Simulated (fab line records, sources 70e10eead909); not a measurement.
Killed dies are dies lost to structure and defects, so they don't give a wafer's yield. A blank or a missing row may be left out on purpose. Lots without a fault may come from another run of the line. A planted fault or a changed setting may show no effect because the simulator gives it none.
Which tool did it? | flow nand_harc | 14 lots, 42 wafers sampled, at 3 steps of a route of 1302

WHAT THE GAUGES READ, wafer by wafer
NHARC_A_ONON_D1_THK_MEAS_08: measures by ellipsometry.
lot  | measured     | on            | thk_nm (nm)
L842 | day 7 16:44  | film_metro-01 | 994 994 994
L843 | day 8 03:35  | film_metro-01 | 1008 1007 1009
L844 | day 8 20:51  | film_metro-02 | 1020 1018 1018
L845 | day 9 04:15  | film_metro-01 | 993 994 994
L846 | day 9 13:41  | film_metro-02 | 971 971 972
L847 | day 9 22:03  | film_metro-02 | 999 999 998
L848 | day 10 01:47 | film_metro-02 | 1005 1004 1005
L849 | day 10 15:43 | film_metro-02 | 1014 1015 1016
L850 | day 11 06:19 | film_metro-01 | 1011 1012 1014
L851 | day 11 12:46 | film_metro-01 | 1026 1029 1028
L852 | day 12 06:23 | film_metro-02 | 1014 1014 1012
L853 | day 12 06:35 | film_metro-01 | 998 1000 998
L858 | day 14 10:21 | film_metro-01 | 991 990 992
L859 | day 14 21:16 | film_metro-02 | 1010 1010 1012

NHARC_A_ONON_D1_THK_MEAS_11: measures by ellipsometry.
lot  | measured     | on            | thk_nm (nm)
L842 | day 7 17:19  | film_metro-01 | 1013 1013 1013
L843 | day 8 04:09  | film_metro-02 | 1019 1018 1019
L844 | day 8 21:25  | film_metro-02 | 1011 1010 1009
L845 | day 9 04:49  | film_metro-02 | 997 995 998
L846 | day 9 14:15  | film_metro-02 | 1008 1009 1008
L847 | day 9 22:37  | film_metro-01 | 1006 1008 1007
L848 | day 10 02:20 | film_metro-02 | 1021 1020 1022
L849 | day 10 16:17 | film_metro-01 | 1025 1024 1024
L850 | day 11 06:52 | film_metro-02 | 996 996 997
L851 | day 11 13:20 | film_metro-01 | 998 998 998
L852 | day 12 06:58 | film_metro-01 | 989 987 987
L853 | day 12 07:09 | film_metro-02 | 995 996 996
L858 | day 14 10:55 | film_metro-02 | 987 985 985
L859 | day 14 21:50 | film_metro-01 | 1003 1003 1000

NHARC_A_ONON_D1_THK_MEAS_14: measures by ellipsometry.
lot  | measured     | on            | thk_nm (nm)
L842 | day 7 17:53  | film_metro-02 | 1011 1010 1011
L843 | day 8 04:43  | film_metro-02 | 978 976 978
L844 | day 8 21:58  | film_metro-02 | 995 994 996
L845 | day 9 05:23  | film_metro-02 | 994 997 995
L846 | day 9 14:49  | film_metro-01 | 986 985 986
L847 | day 9 23:11  | film_metro-01 | 1005 1005 1005
L848 | day 10 02:54 | film_metro-02 | 985 984 985
L849 | day 10 16:51 | film_metro-02 | 1013 1014 1015
L850 | day 11 07:26 | film_metro-01 | 1012 1012 1012
L851 | day 11 13:55 | film_metro-02 | 1009 1010 1010
L852 | day 12 07:32 | film_metro-02 | 1004 1002 1005
L853 | day 12 07:44 | film_metro-01 | 1006 1006 1006
L858 | day 14 11:29 | film_metro-02 | 982 980 982
L859 | day 14 22:24 | film_metro-01 | 1000 1000 999

WHICH TOOL RAN EACH LOT (tool, then ch and the chambers of the sampled wafers, then the start)
The record holds no process step before these readings.

WHAT THE TOOLS THEMSELVES READ (means of the sampled wafers that have a number; where no wafer has one, the mark that the record gives instead)
The record holds no such reading with a usual standard deviation.

THE ANSWER, worked out from the rows above alone
Rule: what is usual is taken from the lots themselves. Put in order of their means at a reading, lots are off if they are a third of the lots or fewer, leave a main group of 4 or more, and stand apart from it by a gap of 3 or more times the standard deviation of the main group's means; of several such gaps the widest counts. A main group whose means are all the same, to the digits that the tables above print for the reading, isn't used. A lot without any number at a reading at which 4 lots or more have one is off too. The other lots that the step has rows for count as sound. The gauges are gone through in route order, then the tools' own readings, and for those a lot's mean is taken as printed above. The first step at which some lot is off is used, and at that step the reading that is off furthest; a lot without a number counts as furthest.
No lot is off at any reading shown: from this, nothing can be told.

WHAT THE SIMULATOR HAD PUT IN
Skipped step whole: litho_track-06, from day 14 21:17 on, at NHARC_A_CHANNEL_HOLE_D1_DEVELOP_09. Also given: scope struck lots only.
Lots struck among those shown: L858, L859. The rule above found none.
